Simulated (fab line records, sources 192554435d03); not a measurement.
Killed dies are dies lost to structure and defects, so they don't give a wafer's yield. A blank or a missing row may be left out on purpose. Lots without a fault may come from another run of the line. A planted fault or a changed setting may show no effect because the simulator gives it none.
Which tool did it? | flow n5_finfet | 9 lots, 24 wafers sampled, at 7 steps of a route of 1938

WHAT THE GAUGES READ, wafer by wafer
N5_GATE_CUT_THK_MEAS_24. Usual: GC_FILL_THK 219.8 nm, standard deviation 2.
lot  | measured     | on            | GC_FILL_THK (nm)  | flag
L482 | day 4 22:22  | film_metro-01 | 219.6 223.1 223.0 |
L484 | day 5 09:37  | film_metro-01 | 217.5 220.0 220.1 |
L490 | day 6 22:06  | film_metro-01 | 219.8 163.6       | OFF
L491 | day 7 06:25  | film_metro-02 | 218.1 163.6       | OFF
L492 | day 7 09:17  | film_metro-01 | 163.1 221.6       | OFF
L495 | day 8 08:15  | film_metro-01 | 221.6 220.4 218.5 |
L500 | day 9 11:00  | film_metro-01 | 217.8 221.1 220.0 |
L501 | day 9 18:29  | film_metro-02 | 216.1 218.4 218.6 |
L503 | day 10 11:07 | film_metro-01 | 218.0 221.2 220.3 |

N5_BEOL_M4_RC_MEAS_101. Usual: DIBL_N 35.9 mV/V, standard deviation 1.2; DIBL_P 35.9 mV/V, standard deviation 1.4; IOFF_N 0.149 nA/um, standard deviation 0.02; IOFF_P 0.205 nA/um, standard deviation 0.022; ION_N 671 uA/um, standard deviation 8.8; ION_P 461 uA/um, standard deviation 5.9; SS_N 71.4 mV/dec, standard deviation 0.51; SS_P 73.2 mV/dec, standard deviation 0.56; VT_N 250.6 mV, standard deviation 2.5; VT_P -250.1 mV, standard deviation 2.3.
lot  | measured     | on        | DIBL_N (mV/V)  | DIBL_P (mV/V)  | IOFF_N (nA/um)    | IOFF_P (nA/um)    | ION_N (uA/um) | ION_P (uA/um) | SS_N (mV/dec)  | SS_P (mV/dec)  | VT_N (mV)         | VT_P (mV)            | flag
L482 | day 9 16:29  | prober-02 | 36.4 36.8 36.7 | 35.8 35.7 36.5 | 0.157 0.157 0.165 | 0.223 0.233 0.243 | 676 671 671   | 466 466 465   | 71.5 72.5 71.3 | 73.6 73.6 72.3 | 249.7 250.3 249.1 | -246.2 -248.6 -247.0 |
L484 | day 11 01:32 | prober-02 | 37.0 35.5 38.0 | 37.7 36.1 38.8 | 0.184 0.155 0.207 | 0.238 0.216 0.269 | 672 674 686   | 458 463 467   | 71.2 70.7 72.1 | 73.6 73.3 73.7 | 248.2 249.1 248.1 | -247.7 -250.2 -247.6 |
L490 | day 11 21:09 | prober-01 | 36.1 35.7      | 36.4 36.0      | 0.159 0.151       | 0.195 0.183       | 678 675       | 462 460       | 71.8 71.8      | 74.0 74.0      | 249.0 249.8       | -251.3 -251.0        |
L491 | day 12 13:40 | prober-02 | 37.0 37.1      | 35.8 35.2      | 0.146 0.149       | 0.185 0.183       | 669 657       | 450 453       | 71.9 72.6      | 73.0 73.0      | 253.8 251.9       | -253.3 -252.8        |
L492 | day 13 04:57 | prober-02 | 35.4 35.5      | 36.6 36.1      | 0.155 0.155       | 0.226 0.220       | 673 673       | 468 474       | 71.3 71.1      | 72.8 73.2      | 249.3 248.9       | -245.9 -246.5        |
L495 | day 13 02:11 | prober-02 | 34.1 34.2 35.2 | 36.2 35.8 37.2 | 0.146 0.150 0.167 | 0.232 0.226 0.251 | 675 678 679   | 464 467 472   | 71.5 71.9 71.5 | 73.3 72.9 73.6 | 248.4 248.1 248.2 | -247.9 -248.5 -246.4 |
L500 | day 13 14:58 | prober-01 | 36.7 34.8 33.6 | 37.7 36.1 34.2 | 0.181 0.152 0.127 | 0.239 0.213 0.178 | 684 665 669   | 470 465 454   | 72.0 71.1 71.3 | 73.6 72.9 72.1 | 248.6 250.1 250.2 | -250.1 -251.6 -253.0 |
L501 | day 14 18:38 | prober-02 | 37.6 36.4 37.9 | 38.1 35.8 37.0 | 0.177 0.153 0.177 | 0.246 0.205 0.225 | 681 682 677   | 469 470 460   | 72.0 71.1 71.4 | 74.1 73.5 74.0 | 250.7 251.7 248.0 | -247.8 -250.6 -248.2 |
L503 | day 14 11:42 | prober-01 | 34.6 37.2 34.8 | 33.9 36.8 34.6 | 0.118 0.165 0.129 | 0.166 0.211 0.175 | 658 676 665   | 451 461 456   | 71.4 71.7 71.1 | 72.5 73.7 72.6 | 255.1 248.7 254.3 | -253.8 -246.3 -252.8 |

WHICH TOOL RAN EACH LOT (tool, then ch and the chambers of the sampled wafers, then the start)
lot  | N5_GATE_CUT_CMP_02            | N5_GATE_CUT_HM_DEP_46           | N5_GATE_CUT_HM_OPEN_40            | N5_GATE_CUT_CUT_ETCH_55           | N5_GATE_CUT_VAPOR_ETCH_49
L482 | cmp-01 ch 1,2,3, day 4 18:43  | pecvd-04 ch 0,1,2, day 4 18:58  | rie_diel-01 ch 0,1,3, day 4 19:48 | rie_metal-03 ch 0,1, day 4 20:09  | rie_metal-03 ch 0,1, day 4 20:14
L484 | cmp-03 ch 0,3, day 5 05:59    | pecvd-04 ch 0,1,2, day 5 06:19  | rie_diel-04 ch 0,1,3, day 5 06:57 | rie_metal-02 ch 0,1, day 5 07:18  | rie_metal-02 ch 0,1, day 5 07:23
L490 | cmp-02 ch 0,2, day 6 18:41    | pecvd-04 ch 0,2, day 6 19:01    | rie_diel-02 ch 0,3, day 6 19:38   | rie_metal-03 ch 0, day 6 19:59    | rie_metal-03 ch 0, day 6 20:05
L491 | cmp-02 ch 0,2, day 7 03:01    | pecvd-04 ch 0, day 7 03:18      | rie_diel-04 ch 0,2, day 7 03:57   | rie_metal-03 ch 0, day 7 04:17    | rie_metal-03 ch 0, day 7 04:23
L492 | cmp-01 ch 2,3, day 7 05:20    | pecvd-04 ch 0,2, day 7 05:38    | rie_diel-04 ch 1,3, day 7 06:49   | rie_metal-03 ch 0,1, day 7 07:10  | rie_metal-03 ch 0,1, day 7 07:16
L495 | cmp-02 ch 0,2,3, day 8 04:51  | pecvd-03 ch 0,1,2, day 8 05:08  | rie_diel-02 ch 0,1, day 8 05:46   | rie_metal-03 ch 0,1, day 8 06:08  | rie_metal-03 ch 0,1, day 8 06:13
L500 | cmp-02 ch 1,2,3, day 9 07:32  | pecvd-01 ch 0,1, day 9 07:47    | rie_diel-01 ch 1,3, day 9 08:29   | rie_metal-03 ch 0,1, day 9 08:50  | rie_metal-03 ch 0,1, day 9 08:56
L501 | cmp-01 ch 0,2,3, day 9 15:02  | pecvd-03 ch 0,1, day 9 15:22    | rie_diel-01 ch 0,1, day 9 16:01   | rie_metal-01 ch 0,1, day 9 16:22  | rie_metal-01 ch 0,1, day 9 16:28
L503 | cmp-03 ch 0,2,3, day 10 07:35 | pecvd-01 ch 0,1,2, day 10 07:52 | rie_diel-04 ch 0,2, day 10 08:37  | rie_metal-03 ch 0,1, day 10 08:58 | rie_metal-03 ch 0,1, day 10 09:04
- N5_GATE_CUT_CMP_02: polishes, stops on SiO2, t overpolish 12.7 s, target thk 0 nm.
- N5_GATE_CUT_HM_DEP_46: deposits SiO2 from TEOS/O2, target thk 130 nm, time 26.6 s.
- N5_GATE_CUT_HM_OPEN_40: chemistry C4F6/O2, target SiO2, target depth 139 nm, time 85.1 s.
- N5_GATE_CUT_CUT_ETCH_55: etches HfO2 in BCl3, target depth 3.2 nm.
- N5_GATE_CUT_VAPOR_ETCH_49: etches TiAlC in BCl3/Cl2.

WHAT THE TOOLS THEMSELVES READ (means of the sampled wafers that have a number; where no wafer has one, the mark that the record gives instead)
N5_GATE_CUT_CMP_02. Usual: motor_current_A 9.1 A, standard deviation 0.64; overpolish_run_s 12.700 s, standard deviation 0.0092; time_to_endpoint_s 26.1 s, standard deviation 2.2.
lot  | tool   | motor_current_A (A) | overpolish_run_s (s) | time_to_endpoint_s (s) | flag
L482 | cmp-01 | 9.4                 | 12.714               | 27.3                   |
L484 | cmp-03 | 9.0                 | 12.698               | 26.5                   |
L490 | cmp-02 | 9.1                 | 12.691               | 25.7                   |
L491 | cmp-02 | 9.1                 | 12.694               | 26.0                   |
L492 | cmp-01 | 9.3                 | 12.710               | 28.6                   |
L495 | cmp-02 | 8.9                 | 12.701               | 27.9                   |
L500 | cmp-02 | 8.7                 | 12.707               | 27.6                   |
L501 | cmp-01 | 9.1                 | 12.695               | 25.5                   |
L503 | cmp-03 | 9.7                 | 12.703               | 25.8                   |

N5_GATE_CUT_HM_DEP_46. Usual: heater_power_w 585 W, standard deviation 83; showerhead_plenum_p_Torr 8.33 Torr, standard deviation 0.04; throttle_valve_pct 18.5 %, standard deviation 1.4.
lot  | tool     | heater_power_w (W) | showerhead_plenum_p_Torr (Torr) | throttle_valve_pct (%) | flag
L482 | pecvd-04 | 606                | 8.32                            | 17.7                   |
L484 | pecvd-04 | 610                | 8.32                            | 17.7                   |
L490 | pecvd-04 | 580                | 8.35                            | 17.4                   |
L491 | pecvd-04 | 685                | 8.32                            | 18.4                   |
L492 | pecvd-04 | 606                | 8.36                            | 17.5                   |
L495 | pecvd-03 | 595                | 8.31                            | 19.5                   |
L500 | pecvd-01 | 533                | 8.30                            | 20.1                   |
L501 | pecvd-03 | 624                | 8.32                            | 19.3                   |
L503 | pecvd-01 | 602                | 8.36                            | 19.2                   |

N5_GATE_CUT_HM_OPEN_40. Usual: bias_w 185.1 W, standard deviation 0.53; drypump_motor_current_A 5.7 A, standard deviation 0.45; etch_rf_on_time_s 93.6 s, standard deviation 1.7; oes_product_au 0.73 a.u., standard deviation 0.087; rf_vpp_V 667 V, standard deviation 5.7; showerhead_plenum_p_Torr 2.87 Torr, standard deviation 0.11; throttle_valve_pct 20.90 %, standard deviation 0.21.
lot  | tool        | bias_w (W) | drypump_motor_current_A (A) | etch_rf_on_time_s (s) | oes_product_au (a.u.) | rf_vpp_V (V) | showerhead_plenum_p_Torr (Torr) | throttle_valve_pct (%) | flag
L482 | rie_diel-01 | 184.7      | 5.8                         | 96.3                  | 0.65                  | 664          | 2.87                            | 21.14                  |
L484 | rie_diel-04 | 185.5      | 5.6                         | 92.6                  | 0.74                  | 665          | 2.77                            | 20.86                  |
L490 | rie_diel-02 | 184.8      | 5.8                         | 72.7                  | 0.82                  | 672          | 2.90                            | 20.80                  | OFF
L491 | rie_diel-04 | 185.7      | 5.5                         | 72.8                  | 0.70                  | 668          | 2.85                            | 20.91                  | OFF
L492 | rie_diel-04 | 184.8      | 6.0                         | 73.6                  | 0.71                  | 666          | 2.75                            | 20.81                  | OFF
L495 | rie_diel-02 | 185.0      | 5.1                         | 94.3                  | 0.84                  | 670          | 2.84                            | 20.84                  |
L500 | rie_diel-01 | 184.5      | 5.7                         | 93.7                  | 0.77                  | 667          | 2.99                            | 21.05                  |
L501 | rie_diel-01 | 185.5      | 5.9                         | 93.7                  | 0.77                  | 664          | 3.00                            | 21.04                  |
L503 | rie_diel-04 | 185.4      | 5.7                         | 93.6                  | 0.66                  | 669          | 2.87                            | 20.95                  |

N5_GATE_CUT_CUT_ETCH_55. Usual: bias_w 18.01 W, standard deviation 0.052; drypump_motor_current_A 5.77 A, standard deviation 0.29; oes_product_au 0.78 a.u., standard deviation 0.1; throttle_valve_pct 33.1 %, standard deviation 0.32.
lot  | tool         | bias_w (W) | drypump_motor_current_A (A) | oes_product_au (a.u.) | throttle_valve_pct (%) | flag
L482 | rie_metal-03 | 18.00      | 5.65                        | 0.86                  | 33.3                   |
L484 | rie_metal-02 | 17.96      | 5.57                        | 0.71                  | 32.7                   |
L490 | rie_metal-03 | 17.96      | 6.07                        | 0.91                  | 33.0                   |
L491 | rie_metal-03 | 18.00      | 6.03                        | 0.91                  | 33.0                   |
L492 | rie_metal-03 | 17.99      | 5.74                        | 0.85                  | 33.2                   |
L495 | rie_metal-03 | 17.91      | 5.86                        | 0.86                  | 33.1                   |
L500 | rie_metal-03 | 18.01      | 5.64                        | 0.82                  | 33.3                   |
L501 | rie_metal-01 | 18.00      | 6.07                        | 0.64                  | 33.0                   |
L503 | rie_metal-03 | 18.02      | 5.64                        | 0.82                  | 33.3                   |

N5_GATE_CUT_VAPOR_ETCH_49. Usual: drypump_motor_current_A 5.78 A, standard deviation 0.28; oes_product_au 0.78 a.u., standard deviation 0.1.
lot  | tool         | drypump_motor_current_A (A) | oes_product_au (a.u.) | flag
L482 | rie_metal-03 | 5.63                        | 0.86                  |
L484 | rie_metal-02 | 5.57                        | 0.70                  |
L490 | rie_metal-03 | 6.00                        | 0.91                  |
L491 | rie_metal-03 | 6.01                        | 0.91                  |
L492 | rie_metal-03 | 5.73                        | 0.85                  |
L495 | rie_metal-03 | 5.84                        | 0.86                  |
L500 | rie_metal-03 | 5.67                        | 0.82                  |
L501 | rie_metal-01 | 6.07                        | 0.64                  |
L503 | rie_metal-03 | 5.63                        | 0.81                  |

THE ANSWER, worked out from the rows above alone
Rule: a lot is off if the mean of its wafers that have a number lies more than 3 standard deviations from the usual mean. A lot without any number at a reading at which 4 lots or more have one is off too. The other lots that the step has rows for count as sound. The gauges are gone through in route order, then the tools' own readings, and for those a lot's mean is taken as printed above. The first step at which some lot is off is used, and at that step the reading that is off furthest; a lot without a number counts as furthest.
Off: L490, L491, L492, at N5_GATE_CUT_THK_MEAS_24 (GC_FILL_THK).
A tool fits if, at a process step before that reading, it ran every lot that is off, and no sound lot after the first of them. The gauges at N5_GATE_CUT_THK_MEAS_24 aren't tried: what is off there is off at N5_GATE_CUT_HM_OPEN_40 too, on other tools, and a gauge's error can't cause that. One fits: pecvd-04 at N5_GATE_CUT_HM_DEP_46. Its last sound lot is L484 (day 5 06:19), its first lot that is off L490 (day 6 19:01): a fault that began between those two fits.

WHAT THE SIMULATOR HAD PUT IN
Process parameter drift: pecvd-04, from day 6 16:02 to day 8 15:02, at N5_GATE_CUT_HM_DEP_46. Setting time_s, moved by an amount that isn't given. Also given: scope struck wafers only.
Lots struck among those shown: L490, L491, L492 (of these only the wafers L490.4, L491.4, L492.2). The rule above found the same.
